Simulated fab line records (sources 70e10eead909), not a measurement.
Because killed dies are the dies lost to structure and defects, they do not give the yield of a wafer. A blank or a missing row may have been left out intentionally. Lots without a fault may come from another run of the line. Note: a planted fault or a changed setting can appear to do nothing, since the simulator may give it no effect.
A struck lot beside a sound one    flow nandHarc    14 steps out of a route of 1159
Sound: the wafers L466.2, L466.3, L466.6. Wafers struck: L457.3, L457.5, L457.6. The cause is named last.
Per side, at each step with rows, come the tool, then ch with its chambers, and then its first start. Under that, the readings that differ: sound wafers    struck wafers    difference of the means    sigmas: that difference in standard deviations of wafers without a fault.
alike: readings whose means differ by less than 2 such deviations, and words and numbers that are the same on both sides. not compared: withheld readings, readings that some wafer has no value for, bounds like >300 that may hide the same value, and numbers for which the record gives no deviation and whose values overlap.
A row with sigmas, a row that says differs or no value, or rows on one side alone: a step with any of these is where the two part. Numbers that have no deviation but don't overlap get no sigmas and don't part them. Lack of a reading on every wafer of one side parts them only where that side has two or more wafers.

NHARC_P_M2_DEGAS_29: time 60 s.
  sound on pvdSputter-03 at day 10 13:55; struck on pvdSputter-01 at day 8 02:37
  alike: heaterPowerW
NHARC_P_M2_PRE_CLEAN_30: time 30 s.
  sound on pvdSputter-03; struck on pvdSputter-01
  alike: heaterPowerW
then, 3 steps without rows for these wafers: NHARC_P_M2_PVD_20 (deposits TaN, target thk 5 nm, time 8.06 s); NHARC_P_M2_PVD_21 (deposits Cu, target thk 30 nm, time 20.49 s); NHARC_P_M2_ECD_22 (material Cu, target thk 400 nm).
NHARC_P_M2_ANNEAL_31: time 90 s.
  sound on rtpAnneal-02 ch 0, day 10 14:42; struck on rtpAnneal-02 ch 0, day 8 03:28
  alike: wafer_temp_C_max
NHARC_P_M2_CMP_23: polishes, t overpolish 20 s, target thk 144.3 nm.
  sound on cmp-01 ch 0,3, day 10 15:00; struck on cmp-04 ch 0,1,3, day 8 03:47
  alike: edgeZonePressureFrac, motorCurrentA, slurryFilterDpKPa, timeToEndpointS
NHARC_P_M2_THK_MEAS_24: measures by xrf.
  sound on filmMetro-02 at day 10 15:19; struck on filmMetro-02 at day 8 04:01
  alike: thkNm
following that, these wafers have no rows for 1 step: NHARC_P_M2_SRD_25.
NHARC_P_M2_INSPECT_27:
  sound on defectInspect-01 at day 10 15:28; struck on defectInspect-01 at day 8 04:10
  alike: rawDefectCount
then, 1 step without rows for these wafers: NHARC_P_M2_PRE_CLEAN_32 (time 12 s).
NHARC_P_M2_DEP_33: deposits SiCN, target thk 30 nm.
  sound on pecvd-01 ch 1, day 10 15:43; struck on pecvd-02 ch 0,1,2, day 8 04:25
  no value came back on the struck wafers for chamberPressureTorr (Torr), heaterPowerOuterW (W), heaterPowerW (W); on the sound wafers chamberPressureTorr (Torr) reads 3.011 3.011 3.006
NHARC_P_BONDPAD_DEP_00: deposits SiCN, target thk 250 nm.
  sound on pecvd-02 ch 1,2, day 10 16:12; struck on pecvd-03 ch 0,2, day 8 04:44
  alike: chamberPressureTorr, heaterPowerOuterW, heaterPowerW
NHARC_END_SORT_01:
  the record has rows for the sound wafers here (prober-02 ch 0, day 23 18:48) and none for the struck ones

## WHERE THEY PART
First at NHARC_P_M2_DEP_33; last, within this record, at NHARC_END_SORT_01.

WHY: what had been put in by the simulator
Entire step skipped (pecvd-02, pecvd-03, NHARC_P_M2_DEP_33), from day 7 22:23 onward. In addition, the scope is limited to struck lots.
